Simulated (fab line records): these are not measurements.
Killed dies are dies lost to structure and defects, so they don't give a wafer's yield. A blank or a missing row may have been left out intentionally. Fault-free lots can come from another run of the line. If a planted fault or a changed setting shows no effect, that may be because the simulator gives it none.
Matching of chambers ; flow n5 finfet ; rie si-02 running N5_FIN_SAQP_ETCH_64: 4 sister chambers
The step etches SiO2 in CF4, target depth 1.5 nm. 8 wafers are shown with their chamber, then 7 later ones without.

## WAFERS WITH THEIR CHAMBER
wafer;chamber;throttle valve pct (%);drypump motor current A (A)
L075.2;2;21.43;5.5
L077.1;2;21.41;5.5
L081.4;1;21.98;6.3
L081.5;3;22.06;5.4
L083.5;0;21.35;5.9
L083.6;1;21.98;6.3
L084.1;0;21.36;6.0
L084.3;3;22.04;5.5

## WAFERS MISSING THEIR CHAMBER
wafer;throttle valve pct (%);drypump motor current A (A)
L084.6;21.95;6.3
L088.1;21.35;6.0
L088.2;21.98;6.3
L088.5;22.05;5.5
L097.1;21.97;6.3
L097.2;21.36;6.0
L097.3;21.41;5.5

## EACH ONE'S CHAMBER
wafer;from the rows above;in truth
L084.6;1;1
L088.1;0;0
L088.2;1;1
L088.5;3;3
L097.1;1;1
L097.2;0;0
L097.3;2;2
Correct placement for 7 of the 7. From these rows, 0 cannot be placed. Wrongly placed: 0.
How it was worked out, from the rows above alone: a wafer's distance from a chamber is the root of the sum, over the readings, of the square of ((its reading less the chamber's mean) divided by the reading's scatter). The wafer belongs to the nearest chamber; if the next one is less than 2 further off, it can't be placed. A chamber's mean is the mean of its shown wafers. The scatter: the root of (the sum of the squares of (reading less its chamber's mean) over the shown wafers, divided by (wafers less chambers)).
